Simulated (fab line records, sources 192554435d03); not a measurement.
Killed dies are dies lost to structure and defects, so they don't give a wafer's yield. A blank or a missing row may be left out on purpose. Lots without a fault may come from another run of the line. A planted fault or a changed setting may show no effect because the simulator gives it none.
Split-lot experiment | flow n5_finfet | 7 lots, 39 wafers read, on a route of 1938 steps

THE SPLIT
At N5_BEOL_M15_SPUTTER_43 (material TaN, target thk 15 nm, time 24.19 s), the setting target_thk_a was moved away from the recipe's 150 angstrom on 12 of the 39 wafers read, by -15.9% to +56.1%. The other wafers ran this setting at the recipe's value.

FROM THE SPLIT TO THE READING: what the file shows between them, 4 steps
- N5_BEOL_M15_SPUTTER_44: material Ta, target thk 15 nm, time 24.19 s
- N5_BEOL_M15_SPUTTER_45: material Cu, target thk 100 nm, time 16.67 s
- N5_BEOL_M15_ECD_47: material Cu, target thk 1860 nm
- N5_BEOL_M15_ANNEAL_48: time 90 s

THE READING
barrier_field_endpoint_s, in s, at N5_BEOL_M15_CMP_49 (polishes, stops on SiO2, t overpolish 4.9 s, target thk 850 nm). Fault-free wafers of this fab line usually give 11.37 s, standard deviation 0.25 s.

wafer  | tool, chamber at the split | target_thk_a as run, angstrom | against the recipe | barrier_field_endpoint_s, s | against lot-mates on the recipe
L084.1 | pvd_sputter-01, -          | 126.1                         | -15.9%             | 10.45                       | -0.94
L084.4 | pvd_sputter-01, -          | 126.1                         | -15.9%             | 10.28                       | -1.11
L084.2 | pvd_sputter-01, -          | 126.1                         | -15.9%             | 10.25                       | -1.14
L084.3 | pvd_sputter-01, -          | 150                           | recipe             | 11.33                       | -
L084.5 | pvd_sputter-01, -          | 150                           | recipe             | 11.50                       | -
L084.6 | pvd_sputter-01, -          | 150                           | recipe             | 11.34                       | -
L083.3 | pvd_sputter-03, -          | 150                           | recipe             | 11.26                       | -
L083.1 | pvd_sputter-03, -          | 150                           | recipe             | 10.97                       | -
L083.4 | pvd_sputter-03, -          | 150                           | recipe             | 11.39                       | -
L083.2 | pvd_sputter-03, -          | 234.2                         | +56.1%             | 14.19                       | +2.98
L083.6 | pvd_sputter-03, -          | 234.2                         | +56.1%             | 14.58                       | +3.37
L083.5 | pvd_sputter-03, -          | 234.2                         | +56.1%             | 14.22                       | +3.01
L086.2 | pvd_sputter-01, -          | 203.7                         | +35.8%             | 13.34                       | +2.03
L086.3 | pvd_sputter-01, -          | 150                           | recipe             | 11.25                       | -
L086.4 | pvd_sputter-01, -          | 203.7                         | +35.8%             | 13.34                       | +2.03
L086.1 | pvd_sputter-01, -          | 150                           | recipe             | 11.42                       | -
L086.5 | pvd_sputter-01, -          | 203.7                         | +35.8%             | 13.31                       | +2.00
L086.6 | pvd_sputter-01, -          | 150                           | recipe             | 11.26                       | -
L085.4 | pvd_sputter-01, -          | 150                           | recipe             | 11.25                       | -
L085.2 | pvd_sputter-01, -          | 150                           | recipe             | 11.26                       | -
L085.1 | pvd_sputter-01, -          | 150                           | recipe             | 11.32                       | -
L085.3 | pvd_sputter-01, -          | 150                           | recipe             | 11.08                       | -
L085.5 | pvd_sputter-01, -          | 150                           | recipe             | 11.28                       | -
L085.6 | pvd_sputter-01, -          | 150                           | recipe             | 11.27                       | -
L092.4 | pvd_sputter-01, -          | 150                           | recipe             | 11.19                       | -
L092.3 | pvd_sputter-01, -          | 150                           | recipe             | 11.18                       | -
L092.5 | pvd_sputter-01, -          | 150                           | recipe             | 11.48                       | -
L094.4 | pvd_sputter-01, -          | 150                           | recipe             | 11.33                       | -
L094.2 | pvd_sputter-01, -          | 150                           | recipe             | 11.31                       | -
L094.1 | pvd_sputter-01, -          | 226.7                         | +51.1%             | 14.11                       | +2.76
L094.3 | pvd_sputter-01, -          | 226.7                         | +51.1%             | 14.20                       | +2.85
L094.5 | pvd_sputter-01, -          | 226.7                         | +51.1%             | 14.08                       | +2.73
L094.6 | pvd_sputter-01, -          | 150                           | recipe             | 11.41                       | -
L091.4 | pvd_sputter-02, -          | 150                           | recipe             | 10.96                       | -
L091.2 | pvd_sputter-02, -          | 150                           | recipe             | 10.90                       | -
L091.3 | pvd_sputter-02, -          | 150                           | recipe             | 11.11                       | -
L091.1 | pvd_sputter-02, -          | 150                           | recipe             | 10.93                       | -
L091.6 | pvd_sputter-02, -          | 150                           | recipe             | 10.97                       | -
L091.5 | pvd_sputter-02, -          | 150                           | recipe             | 10.82                       | -

THE FIT
A straight line over all 39 wafers: barrier_field_endpoint_s changes by +0.0566 s for each +1% of target_thk_a; r = +0.99; the points scatter about the line by 0.17 s.
The same after taking each lot's own level away (the mean of its wafers on the recipe; 39 wafers): +0.0561 s for each +1%; r = +1.00; scatter 0.12 s.
On that fit, the largest move of target_thk_a shifts the reading by 3.1 s.
The lots' own levels span 10.948 to 11.390 s, that is 1.8 times the standard deviation above.
So the lot-to-lot level changes the slope little: the two slopes agree.
Check: with one of the wafers moved furthest among these (+56.1%) left out of the fit, the line predicts +3.15 s for it against its lot-mates. It came out at +2.98 s against them.

THE WHOLE CHAIN: every reading that the file lists as answering this split, in the file's order
step                   | what it does                                                   | reading                                                                            | change (the file's fit)               | r (the file's)
N5_BEOL_M15_SPUTTER_43 | material TaN, target thk 15 nm, time 24.19 s                   | TaN_of_BEOL_M15_SPUTTER_43.thk_nm (the simulator's own value, which no gauge read) | +0.151 nm for each +1% of the setting | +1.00
N5_BEOL_M15_CMP_49     | polishes, stops on SiO2, t overpolish 4.9 s, target thk 850 nm | barrier_field_endpoint_s                                                           | +0.0557 s for each +1% of the setting | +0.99

THE FILE'S OWN FIT
barrier_field_endpoint_s changes by +0.0557 s for each +1% of target_thk_a, r = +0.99.
